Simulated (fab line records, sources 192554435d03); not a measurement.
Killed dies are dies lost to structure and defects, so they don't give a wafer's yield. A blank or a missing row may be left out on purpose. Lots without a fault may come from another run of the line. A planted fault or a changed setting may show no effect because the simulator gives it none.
Chamber matching | flow n5_finfet | N5_BEOL_M0_SAQP_DESCUM_19 on rie_diel-01: 4 sister chambers
The step chemistry O2, time 7.9 s. 4 wafers are shown with their chamber, then 7 later ones without.

WAFERS WITH THEIR CHAMBER
wafer  | chamber | throttle_valve_pct (%)
L084.6 | 3       | 20.45
L088.6 | 2       | 20.74
L094.1 | 1       | 20.69
L094.2 | 0       | 20.81

WAFERS WITHOUT THEIR CHAMBER
wafer  | throttle_valve_pct (%)
L094.3 | 20.77
L095.1 | 20.47
L095.4 | 20.76
L095.5 | 20.48
L096.3 | 20.80
L096.5 | 20.70
L096.6 | 20.80

WHICH CHAMBER EACH WENT THROUGH
wafer  | from the rows above     | in truth
L094.3 | can't be placed: 2 or 0 | 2
L095.1 | 3                       | 3
L095.4 | can't be placed: 2 or 0 | 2
L095.5 | 3                       | 3
L096.3 | 0                       | 0
L096.5 | can't be placed: 1 or 2 | 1
L096.6 | 0                       | 0
Placed correctly: 4 of 7. Can't be placed from these rows: 3 (the true chamber is among the candidates in 3). Placed wrongly: 0.
How it was worked out, from the rows above alone: a wafer's distance from a chamber is the root of the sum, over the readings, of the square of ((its reading less the chamber's mean) divided by the reading's scatter). The wafer belongs to the nearest chamber; if the next one is less than 2 further off, it can't be placed. A chamber's mean is the mean of its shown wafers. The scatter: with one shown wafer a chamber, the root of the mean of the squares of how far each hidden wafer lies from its nearest shown one.
